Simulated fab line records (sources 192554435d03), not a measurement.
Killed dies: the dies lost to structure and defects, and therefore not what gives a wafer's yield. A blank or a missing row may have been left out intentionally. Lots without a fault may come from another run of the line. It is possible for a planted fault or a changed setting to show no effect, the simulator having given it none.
Split-lot study -- flow n5_finfet -- 21 wafers read across 7 lots, on a route 1938 steps long

== SPLIT DETAILS ==
At N5_GATE_CUT_ETCH_58 (etches SiNx in CH3F/O2, target depth 17 nm, time 128.6 s), the setting source_w was moved away from the recipe's 415 W on 6 of the 21 wafers read, by -10.2% to +16.4%. For the rest of the wafers, this setting stayed at what the recipe calls for.

The reading is taken at the split's own step.

== THE READING ==
rf_vpp_V, in V, at N5_GATE_CUT_ETCH_58 (etches SiNx in CH3F/O2, target depth 17 nm, time 128.6 s). On this fab line, fault-free wafers typically give 99.1 V with a standard deviation of 0.94 V.

wafer,"tool, chamber at the split","source_w as run, W",against the recipe,"rf_vpp_V, V",against lot-mates on the recipe
L078.1,"rie_diel-03, 2",483,+16.4%,93.1,-5.3
L078.2,"rie_diel-03, 1",483,+16.4%,94.1,-4.3
L078.5,"rie_diel-03, 2",415,recipe,98.4,-
L083.1,"rie_diel-03, 0",415,recipe,99.8,-
L083.4,"rie_diel-03, 2",415,recipe,98.6,-
L083.6,"rie_diel-03, 0",415,recipe,100.4,-
L084.1,"rie_diel-01, 3",415,recipe,98.6,-
L084.3,"rie_diel-01, 0",415,recipe,100.0,-
L084.6,"rie_diel-01, 3",415,recipe,99.7,-
L085.4,"rie_diel-04, 2",415,recipe,98.7,-
L085.5,"rie_diel-04, 0",415,recipe,97.1,-
L085.6,"rie_diel-04, 3",415,recipe,98.6,-
L093.1,"rie_diel-04, 3",415,recipe,99.1,-
L093.4,"rie_diel-04, 1",372.7,-10.2%,102.8,+3.7
L093.5,"rie_diel-04, 1",372.7,-10.2%,103.8,+4.7
L094.1,"rie_diel-01, 2",415,recipe,99.6,-
L094.2,"rie_diel-01, 3",415,recipe,98.9,-
L094.3,"rie_diel-01, 3",415,recipe,98.4,-
L097.2,"rie_diel-03, 1",386.1,-7.0%,101.2,+1.7
L097.3,"rie_diel-03, 2",386.1,-7.0%,101.3,+1.8
L097.4,"rie_diel-03, 0",415,recipe,99.5,-

FIT RESULTS
A straight line over all 21 wafers: rf_vpp_V changes by -0.351 V for each +1% of source_w; r = -0.95; the points scatter about the line by 0.79 V.
The same after taking each lot's own level away (the mean of its wafers on the recipe; 21 wafers): -0.317 V for each +1%; r = -0.95; scatter 0.67 V.
The reading moves by 5.2 V for the largest change in source_w, on that fit.
From 98.13 to 99.60 V: that is the span of the lots' own levels, equal to 1.6 times the standard deviation above.
So the lot-to-lot level changes the slope: the two fits differ.
Check: with one of the wafers moved furthest among these (+16.4%) left out of the fit, the line predicts -5.01 V for it against its lot-mates. Against them it came out at -5.3 V.
Tool readings at the split's step, against how far the setting was moved: rf_vpp_V r = -0.95.

== OTHER SPLITS APPLIED TO THESE WAFERS ==
Note: prior to the reading, these wafers also went through further splits. Each is held against what the fit with the lots' levels taken away leaves over:
other split on the same wafers,wafers away from the commonest value,r with rf_vpp_V (lot level and that fit taken away)
N5_WELL_APT_COAT_02 spin_rpm,8,-0.08
N5_WELL_APT_EXPOSE_05 dose_mj,6,-0.12
N5_WELL_APT_DESCUM_13 time_s,6,+0.05
N5_FIN_SAQP_PECVD_06 time_s,9,+0.21
N5_FIN_SAQP_EXPOSE_13 dose_mj,5,+0.15
N5_FIN_CUT_COAT_19 spin_rpm,5,+0.09
N5_SD_EPI_N_COAT_33 spin_rpm,5,+0.32
N5_SD_EPI_N_DESCUM_14 time_s,6,+0.03
N5_SD_EPI_N_ETCH_45 target_depth_a,4,+0.19
N5_GATE_CUT_ETCH_56 bias_w,6,+0.07

== FILE'S OWN FIT ==
rf_vpp_V changes by -0.319 V for each +1% of source_w, r = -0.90.
